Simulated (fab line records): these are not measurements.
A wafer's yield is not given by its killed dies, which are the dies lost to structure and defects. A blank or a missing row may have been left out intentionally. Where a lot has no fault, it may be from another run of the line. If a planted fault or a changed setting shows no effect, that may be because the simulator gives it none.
Matching of chambers -- flow nand-harc -- 4 sister chambers for NHARC_A_BLC_CMP_25 on cmp-02
The step polishes, t overpolish 30 s, target thk 150 nm. 16 wafers are shown with their chamber, then 8 later ones without.

WAFERS WITH THEIR CHAMBER
wafer,chamber,motor-current-A (A),time-to-endpoint-s (s),overpolish-run-s (s)
L546.1,3,13.5,29.9,30.000
L546.2,2,11.6,30.0,30.015
L546.5,1,11.9,29.8,30.001
L547.1,1,11.5,33.1,30.005
L547.2,2,11.1,30.3,29.999
L547.6,3,14.3,32.2,30.013
L550.2,3,13.5,32.0,29.988
L550.3,0,12.4,30.3,29.998
L550.6,0,12.6,28.4,30.003
L554.1,2,11.6,34.3,29.992
L554.2,3,14.1,34.7,30.002
L554.5,0,11.9,30.8,30.013
L559.1,2,11.6,34.2,30.006
L559.4,1,13.1,35.9,29.990
L559.6,0,11.9,33.1,30.005
L558.3,2,11.7,32.7,30.013

SIGNATURES (means of the wafers above)
reading,chamber 0,chamber 1,chamber 2,chamber 3,scatter within a chamber
motor-current-A,12.200,12.167,11.520,13.850,0.457
time-to-endpoint-s,30.650,32.933,32.300,32.200,2.21
overpolish-run-s,30.00475,29.99867,30.00500,30.00075,0.00877
Rule: a wafer's distance from a chamber is the root of the sum, over the readings, of the square of ((its reading less the chamber's mean) divided by the reading's scatter). The wafer belongs to the nearest chamber; if the next one is less than 2 further off, it can't be placed. How the scatter is found: for the shown wafers, subtract from each reading the mean of its chamber, square and add these, divide the total by (wafers less chambers), then take the root.

WAFERS WITHOUT THEIR CHAMBER
wafer,motor-current-A (A),time-to-endpoint-s (s),overpolish-run-s (s)
L558.4,13.5,32.0,29.997
L558.5,12.4,30.5,29.999
L567.1,12.3,36.2,29.989
L567.2,11.8,30.8,30.000
L567.4,14.5,35.2,30.010
L569.2,11.5,33.3,29.997
L569.3,11.9,33.9,30.007
L569.4,12.3,32.4,30.013

CHAMBER TAKEN BY EACH
wafer,from the rows above,in truth
L558.4,3,3
L558.5,can't be placed: 0 or 1 or 2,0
L567.1,can't be placed: 1 or 2 or 0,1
L567.2,can't be placed: 0 or 2 or 1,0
L567.4,3,3
L569.2,can't be placed: 2 or 1 or 0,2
L569.3,can't be placed: 2 or 1 or 0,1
L569.4,can't be placed: 0 or 1 or 2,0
Correctly placed: 2 of 8. From these rows, 6 cannot be placed; in 6 the true chamber is one of the candidates. 0 placed wrongly.
